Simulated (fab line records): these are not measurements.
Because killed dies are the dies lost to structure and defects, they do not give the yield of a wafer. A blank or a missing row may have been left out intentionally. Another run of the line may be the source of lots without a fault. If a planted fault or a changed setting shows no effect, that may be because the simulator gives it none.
Matching of chambers ; flow n5 finfet ; ald sin-04 running N5_ILD0_LINER_00: 4 sister chambers
The step material SiNx, target thk 4 nm, pulse time 1 s, purge time 2 s. 22 wafers are shown with their chamber, then 11 later ones without.

WAFERS, EACH WITH ITS CHAMBER
wafer;chamber;heater power w (W);precursor pulse height rel
L074.1;0;991;1.014
L074.5;2;1024;1.030
L074.6;3;909;0.959
L075.2;3;930;0.998
L075.4;1;832;1.020
L075.6;2;1025;1.042
L078.3;2;1058;0.995
L078.4;0;949;1.015
L078.5;3;891;1.028
L080.1;2;1043;0.994
L080.3;3;924;0.963
L080.6;0;957;0.988
L083.1;3;911;1.005
L083.2;1;868;0.994
L083.4;0;979;0.990
L084.1;2;1005;0.983
L084.2;0;980;1.014
L084.6;3;924;0.973
L086.1;3;925;0.964
L086.3;0;952;0.978
L086.6;3;917;1.034
L087.1;2;1053;1.037

SIGNATURES, as means of the wafers listed above
reading;chamber 0;chamber 1;chamber 2;chamber 3;scatter within a chamber
heater power w;968.00;850.00;1034.67;916.38;17.2
precursor pulse height rel;0.99983;1.00700;1.01350;0.99050;0.025
Rule: for each reading, subtract the chamber's mean from the wafer's reading, divide by that reading's scatter and square the result; add these up over the readings and take the root, which gives the wafer's distance from the chamber. If the next closest chamber is less than 2 further off than the closest, the wafer can't be placed; otherwise it belongs to the closest. The scatter is the square root of a quotient: the sum, over the shown wafers, of each reading's squared deviation from its chamber's mean, divided by wafers minus chambers.

WAFERS WHOSE CHAMBER IS MISSING
wafer;heater power w (W);precursor pulse height rel
L087.3;853;0.966
L087.6;978;0.975
L088.2;835;0.999
L088.3;925;0.998
L088.5;854;0.977
L091.3;952;0.971
L091.5;976;1.000
L091.6;923;0.995
L092.3;980;1.007
L092.4;858;0.985
L092.6;982;0.993

EACH ONE'S CHAMBER
wafer;from the rows above;in truth
L087.3;1;1
L087.6;0;0
L088.2;1;1
L088.3;can't be placed: 3 or 0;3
L088.5;1;1
L091.3;can't be placed: 0 or 3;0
L091.5;0;0
L091.6;3;3
L092.3;0;0
L092.4;1;1
L092.6;0;0
Correctly placed: 9 of 11. Unplaceable from these rows: 2, with the true chamber sitting among the candidates in 2. Number placed wrongly: 0.
